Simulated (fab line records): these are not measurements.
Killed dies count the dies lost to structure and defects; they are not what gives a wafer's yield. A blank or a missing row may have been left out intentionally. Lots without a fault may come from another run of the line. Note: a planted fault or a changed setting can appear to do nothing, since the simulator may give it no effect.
fab line records	flow n5_finfet
record lots=7	wafers=21
route steps=1938 shown BEOL_M11@1579 BEOL_M13@1662 BEOL_M14@1739 BEOL_M15@1797 MIM_BOT_ETCH@1867
start_h: hours from the record's opening day to when the first of the lot's shown wafers began	wait_h: hours from the lot's prior step to this one	" as in the row above	L1.1+2: one row covering several wafers at once	- no value, or no start given	* or withheld: withheld	< > ~ a bound
route shown NAME@n: a module of which the file shows steps, and the number in the route of the first	usual: mean and standard deviation over wafers with no fault	same: alike in all rows	chamber/n: place in a boat	sites: the reading at each site	_std_site: standard deviation across them	_edge_site: mean of outer sites minus mean of inner sites	radius_mm: for every site, how far away it sits from the centre of the wafer	mask NAME#n: copy n	behind: the last tool/chamber to shape the wafer	hold: cause of the lot's hold/its duration in hours/its outcome	device: which transistor (n, p or np) failed to switch	end of line: the route-end tests of the same wafers	where a step has no rows: the recipe by itself	killed: at the first sort, the dies lost to defects and structure; wafer yield is something else	map: the dies of a wafer, with x for killed, . for not killed, _ for no die there
set.NAME: the setting the step ran with; set.NAME@STEP: the setting that earlier step ran with	model.NAME: the simulator's own value behind a step, which no gauge read
one table per step and one row per wafer, for lots whose settings were changed on purpose
## steps
# step N5_BEOL_M11_ETCH_41
# recipe chemistry=CH3F/O2	target=SiCN	target_depth_a=426	taper_deg=2	time_s=86	ion_energy_ev=120	mask_material=TiN	pressure_mtorr=30	source_w=395	bias_w=75	Ar_flow_sccm=150	CH3F_flow_sccm=30	O2_flow_sccm=20
lot.wafer	tool	chamber	start_h	wait_h	set.time_s	model.etch.depth_nm
L075.1	rie_diel-03	2	-	-	86	32.73
L075.4	"	0	"	"	86	32.77
L075.5	"	0	"	"	86	32.58
L076.1	rie_diel-01	0	-	-	86	32.57
L076.4	"	2	"	"	67.26	26.02
L076.5	"	3	"	"	86	33.27
L084.1	rie_diel-01	0	-	-	99.11	37.16
L084.4	"	1	"	"	99.11	36.9
L084.5	"	0	"	"	99.11	37.35
L091.3	rie_diel-05	0	-	-	86	32.83
L091.4	"	2	"	"	86	32.91
L091.5	"	2	"	"	86	32.79
L094.1	rie_diel-03	0	-	-	86	31.94
L094.4	"	3	"	"	86	32.29
L094.6	"	2	"	"	86	32.03
L095.1	rie_diel-05	2	-	-	86	32.82
L095.2	"	0	"	"	92.22	35.1
L095.5	"	1	"	"	92.22	34.3
L097.1	rie_diel-03	2	-	-	86	32.31
L097.2	"	0	"	"	68.48	25.26
L097.3	"	1	"	"	68.48	25.39
# step N5_BEOL_M13_COAT_04
# recipe spin_rpm=1625	resist_thk_nm=400
lot.wafer	tool	chamber	start_h	wait_h	set.spin_rpm	model.coat_of_BEOL_M13_COAT_04.thk_nm
L075.1+4	litho_track-04	0	-	-	1625	399.6
L075.5	"	0	"	"	1770	382.6
L076.1+5	litho_track-04	0	-	-	1625	398.4
L076.4	"	0	"	"	1625	398.8
L084.1	litho_track-02	0	-	-	1625	400.6
L084.4	"	0	"	"	1625	403
L084.5	"	0	"	"	1625	401.4
L091.3	litho_track-02	0	-	-	1625	399.2
L091.4	"	0	"	"	1625	400.6
L091.5	"	0	"	"	1625	399
L094.1	litho_track-02	0	-	-	1625	398.6
L094.4	"	0	"	"	1625	399.6
L094.6	"	0	"	"	1625	399
L097.1	litho_track-04	0	-	-	1625	402.2
L097.2	"	0	"	"	1625	401
L097.3	"	0	"	"	1678	394.8
L095.1	litho_track-04	0	-	-	1476	419.2
L095.2	"	0	"	"	1625	400.4
L095.5	"	0	"	"	1476	419.6
# step N5_BEOL_M13_EBR_06
# recipe solvent=PGMEA	ebr_width_mm=1.5
# step N5_BEOL_M13_SOFTBAKE_05
# recipe temp_c=130	time_s=60
# step N5_BEOL_M13_DESCUM_15
# recipe chemistry=O2	time_s=7.9	source_power_w=50	bias_power_w=20	pressure_mtorr=20	rf_frequency_hz=2.712e+07	temp_c=40	o2_flow_sccm=225
# step N5_BEOL_M13_ETCH_59
# recipe chemistry=N2/H2	target=BARC	target_depth_a=890	overetch_a=267	time_s=67.9	ion_energy_ev=200	pressure_mtorr=30	source_w=840	bias_w=150	n2_flow_sccm=200	h2_flow_sccm=200
# step N5_BEOL_M13_VIA_ETCH_16
# recipe chemistry=C4F8/O2/Ar	target=SiOC	pressure_mtorr=30	source_w=3000	bias_w=700	Ar_flow_sccm=400	C4F8_flow_sccm=15	O2_flow_sccm=8	he_inner_torr=15	he_outer_torr=30	target_depth_a=9217	time_s=withheld	ion_energy_ev=250	ends=cleared
lot.wafer	tool	chamber	start_h	wait_h	set.spin_rpm@BEOL_M13_COAT_04	model.coat_of_BEOL_M13_COAT_04.thk_nm
L075.1	rie_diel-03	3	235.85	0.0	1625	71.6
L075.4	"	2	"	"	1625	65.2
L075.5	"	2	"	"	1770	50.6
L076.1	rie_diel-01	2	238.70	0.0	1625	68.6
L076.4	"	0	"	"	1625	67.6
L076.5	"	2	"	"	1625	68.8
L084.1	rie_diel-01	1	301.44	0.0	1625	73.6
L084.4	"	0	"	"	1625	74.2
L084.5	"	1	"	"	1625	72.4
L091.3	rie_diel-01	0	334.95	0.0	1625	73.8
L091.4	"	2	"	"	1625	70.4
L091.5	"	2	"	"	1625	69
L094.1	rie_diel-05	2	360.71	0.0	1625	69.2
L094.4	"	3	"	"	1625	68.8
L094.6	"	2	"	"	1625	65
L097.1	rie_diel-03	0	367.53	0.0	1625	76.6
L097.2	"	2	"	"	1625	72.8
L097.3	"	3	"	"	1678	68.8
L095.1	rie_diel-01	2	368.16	0.0	1476	87.6
L095.2	"	1	"	"	1625	71.4
L095.5	"	1	"	"	1476	85.8
# step N5_BEOL_M13_STRIP_63
# recipe chemistry=N2/H2	power_w=1000	temp_c=250	h2_frac=0.65	overash_fraction=0.3	pressure_mtorr=1000	n2_flow_sccm=1750	h2_flow_sccm=3250
# usual strip_time_to_endpoint_s=27.6/0.97
lot.wafer	tool	chamber	start_h	wait_h	set.spin_rpm@BEOL_M13_COAT_04	strip_time_to_endpoint_s
L075.1	plasma_asher-02	1	236.09	-	1625	28.2
L075.4	"	0	"	"	1625	26.2
L075.5	"	0	"	"	1770	21.8
L076.1	plasma_asher-01	1	238.94	-	1625	27.2
L076.4	"	0	"	"	1625	27.0
L076.5	"	1	"	"	1625	27.3
L084.1	plasma_asher-02	1	301.67	-	1625	28.7
L084.4	"	1	"	"	1625	28.9
L084.5	"	0	"	"	1625	28.4
L091.3	plasma_asher-02	0	335.20	-	1625	28.8
L091.4	"	1	"	"	1625	27.8
L091.5	"	1	"	"	1625	27.4
L094.1	plasma_asher-02	1	360.94	-	1625	27.4
L094.4	"	0	"	"	1625	27.3
L094.6	"	1	"	"	1625	26.2
L097.1	plasma_asher-01	1	367.77	-	1625	29.6
L097.2	"	0	"	"	1625	28.5
L097.3	"	0	"	"	1678	27.3
L095.1	plasma_asher-01	1	368.40	-	1476	32.8
L095.2	"	0	"	"	1625	28.0
L095.5	"	1	"	"	1476	32.2
# step N5_BEOL_M14_COAT_22
# recipe spin_rpm=2888	resist_thk_nm=300
lot.wafer	tool	chamber	start_h	wait_h	set.spin_rpm	model.coat_of_BEOL_M14_COAT_22.thk_nm
L075.1	litho_track-03	0	-	-	2888	300.4
L075.4	"	0	"	"	2620	316
L075.5	"	0	"	"	2620	315.8
L076.1	litho_track-05	0	-	-	2888	300.4
L076.4	"	0	"	"	2888	299.4
L076.5	"	0	"	"	2888	301.6
L084.1	litho_track-01	0	-	-	2888	301
L084.4+5	"	0	"	"	2888	299.8
L091.3	litho_track-03	0	-	-	2888	298.6
L091.4	"	0	"	"	2888	298.8
L091.5	"	0	"	"	2888	299.4
L094.1	litho_track-05	0	-	-	2673	312.8
L094.4	"	0	"	"	2888	300.8
L094.6	"	0	"	"	2673	312.2
L097.1	litho_track-01	0	-	-	2688	310.4
L097.2	"	0	"	"	2888	300.8
L097.3	"	0	"	"	2888	300
L095.1	litho_track-03	0	-	-	2888	302
L095.2	"	0	"	"	3092	292.6
L095.5	"	0	"	"	3092	291
# step N5_BEOL_M14_PEB_26
# recipe peb_temp_c=130	peb_time_s=90
lot.wafer	tool	chamber	start_h	wait_h	set.peb_temp_c
L075.1	litho_track-01	0	241.25	0.1	129
L075.4+5	"	0	"	"	130
L076.1+4	litho_track-01	0	245.67	0.1	129
L076.5	"	0	"	"	130
L084.1+4+5	litho_track-03	0	308.83	0.1	130
L091.3+4+5	litho_track-03	0	339.75	0.0	130
L094.1+4+6	litho_track-05	0	365.87	0.1	130
L097.1	litho_track-01	0	373.96	0.1	130
L097.2+3	"	0	"	"	128.3
L095.1+2+5	litho_track-05	0	375.43	0.1	130
# step N5_BEOL_M14_DEVELOP_27
# recipe develop_time_s=45	rinse_liquid=diw	dry=air_spin	dev_temp_c=21
# step N5_BEOL_M14_HARDBAKE_32
# recipe temp_c=130	time_s=120
# step N5_BEOL_M14_CD_MEAS_28
# recipe target_cd_nm=284.4	landing_energy_ev=500	detector=se_inlens
# usual cd_nm=284.6/1
lot.wafer	tool	chamber	start_h	wait_h	set.peb_temp_c@BEOL_M14_PEB_26	cd_nm
L075.1	cd_sem-01	0	241.37	-	129	278.1
L075.4	"	0	"	"	130	285.0
L075.5	"	0	"	"	130	283.7
L076.1	cd_sem-01	0	245.79	-	129	278.2
L076.4	"	0	"	"	129	278.3
L076.5	"	0	"	"	130	284.6
L084.1	cd_sem-01	0	308.94	-	130	286.0
L084.4	"	0	"	"	130	285.0
L084.5	"	0	"	"	130	285.0
L091.3	cd_sem-03	0	339.87	-	130	285.6
L091.4	"	0	"	"	130	284.5
L091.5	"	0	"	"	130	284.7
L094.1	cd_sem-02	0	365.99	-	130	283.8
L094.4	"	0	"	"	130	284.0
L094.6	"	0	"	"	130	282.9
L097.1	cd_sem-01	0	374.07	-	130	283.2
L097.2	"	0	"	"	128.3	274.7
L097.3	"	0	"	"	128.3	274.8
L095.1	cd_sem-01	0	375.54	-	130	284.0
L095.2	"	0	"	"	130	286.2
L095.5	"	0	"	"	130	286.4
# step N5_BEOL_M14_DESCUM_33
# recipe chemistry=O2	time_s=7.9	source_power_w=50	bias_power_w=20	pressure_mtorr=20	rf_frequency_hz=2.712e+07	temp_c=40	o2_flow_sccm=225
lot.wafer	tool	chamber	start_h	wait_h	set.spin_rpm@BEOL_M14_COAT_22	set.peb_temp_c@BEOL_M14_PEB_26	model.coat_of_BEOL_M14_COAT_22.thk_nm	model.BEOL_M14.cd_nm
L075.1	rie_diel-06	2	241.92	0.5	2888	129	283.4	278.4
L075.4	"	0	"	"	2620	130	298.8	285
L075.5	"	1	"	"	2620	130	298.6	283.8
L076.1	rie_diel-04	3	245.88	0.0	2888	129	283.4	278
L076.4	"	2	"	"	2888	129	282.4	278.6
L076.5	"	2	"	"	2888	130	284.4	284.4
L084.1	rie_diel-02	1	309.10	0.1	2888	130	283.8	286.2
L084.4	"	3	"	"	2888	130	282.6	285
L084.5	"	0	"	"	2888	130	282.8	285.2
L091.3	rie_diel-04	1	339.95	0.0	2888	130	281.4	286
L091.4	"	2	"	"	2888	130	281.6	284
L091.5	"	0	"	"	2888	130	282.2	285
L094.1	rie_diel-02	2	366.25	0.2	2673	130	295.6	283.8
L094.4	"	1	"	"	2888	130	283.6	284.2
L094.6	"	3	"	"	2673	130	295	282.8
L097.1	rie_diel-02	3	374.16	0.0	2688	130	293.2	283.4
L097.2	"	0	"	"	2888	128.3	283.6	274.8
L097.3	"	2	"	"	2888	128.3	283	275.2
L095.1	rie_diel-04	3	376.16	0.6	2888	130	284.8	283.6
L095.2	"	1	"	"	3092	130	275.4	286.4
L095.5	"	2	"	"	3092	130	273.8	286.2
# step N5_BEOL_M14_ETCH_67
# recipe chemistry=CF4	target=SiARC	target_depth_a=1430	time_s=238.3	ion_energy_ev=80	pressure_mtorr=40	source_w=545	bias_w=36	Ar_flow_sccm=100	cf4_flow_sccm=100	ends=cleared
lot.wafer	tool	chamber	start_h	wait_h	set.peb_temp_c@BEOL_M14_PEB_26	model.BEOL_M14.cd_nm
L075.1	rie_diel-06	2	241.96	0.0	129	274
L075.4	"	0	"	"	130	281.6
L075.5	"	1	"	"	130	279.2
L076.1	rie_diel-04	3	245.91	0.0	129	273.4
L076.4	"	2	"	"	129	273.6
L076.5	"	2	"	"	130	279.4
L084.1	rie_diel-02	1	309.13	0.0	130	281.8
L084.4	"	3	"	"	130	280.8
L084.5	"	0	"	"	130	280.4
L091.3	rie_diel-04	1	339.99	0.0	130	281
L091.4	"	2	"	"	130	279.2
L091.5	"	0	"	"	130	280.2
L094.1	rie_diel-02	2	366.29	0.0	130	279.4
L094.4	"	1	"	"	130	279.8
L094.6	"	3	"	"	130	278.4
L097.1	rie_diel-02	3	374.20	0.0	130	278.6
L097.2	"	0	"	"	128.3	270.2
L097.3	"	2	"	"	128.3	270.8
L095.1	rie_diel-04	3	376.19	0.0	130	279.6
L095.2	"	1	"	"	130	282.2
L095.5	"	2	"	"	130	281.4
# step N5_BEOL_M14_ETCH_68
# recipe chemistry=N2/H2	target=SOC	mask_material=SiARC	source_w=3000	bias_w=350	temp_c=40	time_s=450	ion_energy_ev=200	pressure_mtorr=30	n2_flow_sccm=200	h2_flow_sccm=200
lot.wafer	tool	chamber	start_h	wait_h	set.peb_temp_c@BEOL_M14_PEB_26	model.BEOL_M14.cd_nm
L075.1	rie_diel-06	2	242.10	0.1	129	274.4
L075.4	"	0	"	"	130	280.6
L075.5	"	1	"	"	130	279
L076.1	rie_diel-04	3	246.06	0.1	129	272.2
L076.4	"	2	"	"	129	274
L076.5	"	2	"	"	130	280.4
L084.1	rie_diel-02	1	309.28	0.1	130	280.8
L084.4	"	3	"	"	130	281.4
L084.5	"	0	"	"	130	282.8
L091.3	rie_diel-04	1	340.13	0.1	130	281.6
L091.4	"	2	"	"	130	278.6
L091.5	"	0	"	"	130	280.8
L094.1	rie_diel-02	2	366.43	0.1	130	279.6
L094.4	"	1	"	"	130	279
L094.6	"	3	"	"	130	277.8
L097.1	rie_diel-02	3	374.34	0.1	130	278.6
L097.2	"	0	"	"	128.3	271.2
L097.3	"	2	"	"	128.3	271.4
L095.1	rie_diel-04	3	376.34	0.1	130	279.8
L095.2	"	1	"	"	130	282.2
L095.5	"	2	"	"	130	280.2
# step N5_BEOL_M14_STRIP_69
# recipe chemistry=N2/H2	temp_c=40	n2_flow_sccm=200	h2_flow_sccm=200	rf_frequency_hz=6e+07
# step N5_BEOL_M14_TRENCH_ETCH_34
# recipe chemistry=C4F8/O2/Ar	target=SiO2	target_depth_a=5566.5	mask_material=SOC	he_inner_torr=15	he_outer_torr=30	time_s=126.9	ion_energy_ev=800	pressure_mtorr=20	source_w=1905	bias_w=2040	Ar_flow_sccm=400	C4F8_flow_sccm=16	O2_flow_sccm=12
lot.wafer	tool	chamber	start_h	wait_h	set.peb_temp_c@BEOL_M14_PEB_26	model.BEOL_M14.cd_nm
L075.1	rie_diel-06	2	242.38	0.0	129	274.8
L075.4	"	0	"	"	130	280.4
L075.5	"	1	"	"	130	279.4
L076.1	rie_diel-04	3	246.33	0.0	129	272
L076.4	"	2	"	"	129	273.8
L076.5	"	2	"	"	130	280.2
L084.1	rie_diel-02	1	309.55	0.0	130	280.8
L084.4	"	3	"	"	130	281.4
L084.5	"	0	"	"	130	282.6
L091.3	rie_diel-04	1	340.41	0.0	130	281.6
L091.4	"	2	"	"	130	278.6
L091.5	"	0	"	"	130	281
L094.1	rie_diel-02	2	366.71	0.0	130	279.4
L094.4	"	1	"	"	130	279.2
L094.6	"	3	"	"	130	277.8
L097.1	rie_diel-02	3	374.62	0.0	130	278.4
L097.2	"	0	"	"	128.3	271.4
L097.3	"	2	"	"	128.3	271.6
L095.1	rie_diel-04	3	376.61	0.0	130	279.6
L095.2	"	1	"	"	130	282.4
L095.5	"	2	"	"	130	280.4
# step N5_BEOL_M15_COAT_22
# recipe spin_rpm=1704	resist_thk_nm=800
lot.wafer	tool	chamber	start_h	wait_h	set.spin_rpm	model.coat_of_BEOL_M15_COAT_22.thk_nm
L075.1	litho_track-04	0	-	-	1704	801.6
L075.4	"	0	"	"	1704	800.4
L075.5	"	0	"	"	1791	781.2
L076.1	litho_track-05	0	-	-	1704	798.2
L076.4	"	0	"	"	1755	787.2
L076.5	"	0	"	"	1704	799
L084.1	litho_track-02	0	-	-	1704	799.6
L084.4	"	0	"	"	1704	798.6
L084.5	"	0	"	"	1704	799.4
L091.3	litho_track-02	0	-	-	1704	798
L091.4	"	0	"	"	1704	795.4
L091.5	"	0	"	"	1704	796.8
L094.1	litho_track-04	0	-	-	1782	782.8
L094.4	"	0	"	"	1782	782.6
L094.6	"	0	"	"	1704	802.6
L097.1	litho_track-04	0	-	-	1704	798.2
L097.2	"	0	"	"	1704	800.2
L097.3	"	0	"	"	1704	800
L095.1	litho_track-02	0	-	-	1704	801.8
L095.2	"	0	"	"	1704	801.4
L095.5	"	0	"	"	1704	803.2
# step N5_BEOL_M15_EBR_24
# recipe solvent=PGMEA	ebr_width_mm=1.5
# step N5_BEOL_M15_SOFTBAKE_23
# recipe temp_c=130	time_s=60
# step N5_BEOL_M15_DESCUM_33
# recipe chemistry=O2	time_s=7.9	source_power_w=50	bias_power_w=20	pressure_mtorr=20	rf_frequency_hz=2.712e+07	temp_c=40	o2_flow_sccm=225
# step N5_BEOL_M15_ETCH_61
# recipe chemistry=N2/H2	target=BARC	target_depth_a=890	overetch_a=267	time_s=67.9	ion_energy_ev=200	pressure_mtorr=30	source_w=840	bias_w=150	n2_flow_sccm=200	h2_flow_sccm=200
lot.wafer	tool	chamber	start_h	wait_h	set.spin_rpm@BEOL_M15_COAT_22	model.coat_of_BEOL_M15_COAT_22.thk_nm
L075.1	rie_diel-03	1	247.21	0.0	1704	720.4
L075.4	"	2	"	"	1704	716.6
L075.5	"	2	"	"	1791	698.2
L076.1	rie_diel-03	3	251.69	0.0	1704	715.8
L076.4	"	3	"	"	1755	704.4
L076.5	"	0	"	"	1704	717.6
L084.1	rie_diel-01	0	317.58	0.0	1704	717.8
L084.4	"	1	"	"	1704	718
L084.5	"	3	"	"	1704	716.2
L091.3	rie_diel-03	1	347.35	0.0	1704	717.8
L091.4	"	2	"	"	1704	713.4
L091.5	"	2	"	"	1704	714.6
L094.1	rie_diel-05	0	372.72	0.0	1782	699.8
L094.4	"	0	"	"	1782	698.4
L094.6	"	1	"	"	1704	721.2
L097.1+3	rie_diel-01	2,3	384.33	0.0	1704	716.2
L097.2	"	0	"	"	1704	717.8
L095.1	rie_diel-05	2	385.94	0.0	1704	717
L095.2	"	0	"	"	1704	717.4
L095.5	"	1	"	"	1704	721.2
# step N5_BEOL_M15_TRENCH_ETCH_34
# recipe chemistry=C4F8/O2/Ar	target=SiO2	target_depth_a=8729.3	he_inner_torr=15	he_outer_torr=30	time_s=199	ion_energy_ev=800	pressure_mtorr=20	source_w=1905	bias_w=2040	Ar_flow_sccm=400	C4F8_flow_sccm=16	O2_flow_sccm=12
lot.wafer	tool	chamber	start_h	wait_h	set.spin_rpm@BEOL_M15_COAT_22	model.coat_of_BEOL_M15_COAT_22.thk_nm
L075.1	rie_diel-03	1	247.26	0.0	1704	549
L075.4	"	2	"	"	1704	542.2
L075.5	"	2	"	"	1791	523.4
L076.1	rie_diel-03	3	251.74	0.0	1704	540
L076.4	"	3	"	"	1755	528
L076.5	"	0	"	"	1704	542.2
L084.1	rie_diel-01	0	317.63	0.0	1704	544.6
L084.4	"	1	"	"	1704	540.8
L084.5	"	3	"	"	1704	541
L091.3	rie_diel-03	1	347.40	0.0	1704	546.8
L091.4	"	2	"	"	1704	538.8
L091.5	"	2	"	"	1704	536.6
L094.1	rie_diel-05	0	372.77	0.0	1782	522.6
L094.4	"	0	"	"	1782	520
L094.6	"	1	"	"	1704	549.6
L097.1	rie_diel-01	2	384.39	0.0	1704	541.4
L097.2	"	0	"	"	1704	544.8
L097.3	"	3	"	"	1704	538.8
L095.1	rie_diel-05	2	385.99	0.0	1704	540.2
L095.2	"	0	"	"	1704	540.4
L095.5	"	1	"	"	1704	548.2
# step N5_MIM_BOT_ETCH_ETCH_03
# recipe chemistry=Cl2/BCl3	target_depth_a=120	pressure_mtorr=8	icp_w=800	bias_w=100	Cl2_flow_sccm=20	bcl3_flow_sccm=80
lot.wafer	tool	chamber	start_h	wait_h	set.bias_w	model.etch.depth_nm
L075.1	rie_metal-03	0	256.21	0.1	93.49	11.87
L075.4	"	0	"	"	100	12.18
L075.5	"	1	"	"	100	12.27
L076.1	rie_metal-01	1	259.57	0.1	82.83	11.22
L076.4	"	1	"	"	82.83	11.19
L076.5	"	0	"	"	82.83	11.18
L084.1	rie_metal-01	0	326.62	0.1	100	12.08
L084.4	"	0	"	"	94.83	11.78
L084.5	"	1	"	"	94.83	11.76
L091.3	rie_metal-02	1	356.92	0.1	100	11.86
L091.4	"	0	"	"	100	12.1
L091.5	"	0	"	"	100	12.08
L094.1	rie_metal-03	0	387.11	0.1	86.25	11.43
L094.4	"	1	"	"	100	12.16
L094.6	"	0	"	"	86.25	11.37
L097.1	rie_metal-03	0	393.49	0.1	100	12.06
L097.2	"	1	"	"	100	12.32
L097.3	"	1	"	"	100	12.28
L095.1	rie_metal-02	1	396.49	0.1	100	12.01
L095.2	"	0	"	"	100	12.19
L095.5	"	1	"	"	110.2	12.46
## key
split step=N5_BEOL_M11_ETCH_41	setting=time_s	stated=86	by=wafer
response step=N5_BEOL_M11_ETCH_41	reading=model.etch.depth_nm	change=+0.325	per=1%	r=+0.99
split step=N5_BEOL_M13_COAT_04	setting=spin_rpm	stated=1625	by=wafer
response step=N5_BEOL_M13_COAT_04	reading=model.coat_of_BEOL_M13_COAT_04.thk_nm	change=-2	per=1%	r=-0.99
response step=N5_BEOL_M13_VIA_ETCH_16	reading=model.coat_of_BEOL_M13_COAT_04.thk_nm	change=-1.83	per=1%	r=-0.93
response step=N5_BEOL_M13_STRIP_63	reading=strip_time_to_endpoint_s	change=*	per=1%	r=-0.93
split step=N5_BEOL_M14_COAT_22	setting=spin_rpm	stated=2888	by=wafer
response step=N5_BEOL_M14_COAT_22	reading=model.coat_of_BEOL_M14_COAT_22.thk_nm	change=-1.55	per=1%	r=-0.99
response step=N5_BEOL_M14_DESCUM_33	reading=model.coat_of_BEOL_M14_COAT_22.thk_nm	change=-1.54	per=1%	r=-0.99
split step=N5_BEOL_M14_PEB_26	setting=peb_temp_c	stated=130	by=wafer
response step=N5_BEOL_M14_CD_MEAS_28	reading=cd_nm	change=+7.18	per=1%	r=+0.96
response step=N5_BEOL_M14_DESCUM_33	reading=model.BEOL_M14.cd_nm	change=+7.01	per=1%	r=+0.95
response step=N5_BEOL_M14_ETCH_67	reading=model.BEOL_M14.cd_nm	change=+6.93	per=1%	r=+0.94
response step=N5_BEOL_M14_ETCH_68	reading=model.BEOL_M14.cd_nm	change=+6.68	per=1%	r=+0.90
response step=N5_BEOL_M14_TRENCH_ETCH_34	reading=model.BEOL_M14.cd_nm	change=+6.41	per=1%	r=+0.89
split step=N5_BEOL_M15_COAT_22	setting=spin_rpm	stated=1704	by=wafer
response step=N5_BEOL_M15_COAT_22	reading=model.coat_of_BEOL_M15_COAT_22.thk_nm	change=-4.04	per=1%	r=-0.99
response step=N5_BEOL_M15_ETCH_61	reading=model.coat_of_BEOL_M15_COAT_22.thk_nm	change=-4.32	per=1%	r=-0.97
response step=N5_BEOL_M15_TRENCH_ETCH_34	reading=model.coat_of_BEOL_M15_COAT_22.thk_nm	change=-5.04	per=1%	r=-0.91
split step=N5_MIM_BOT_ETCH_ETCH_03	setting=bias_w	stated=100	by=wafer
response step=N5_MIM_BOT_ETCH_ETCH_03	reading=model.etch.depth_nm	change=+0.0503	per=1%	r=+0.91
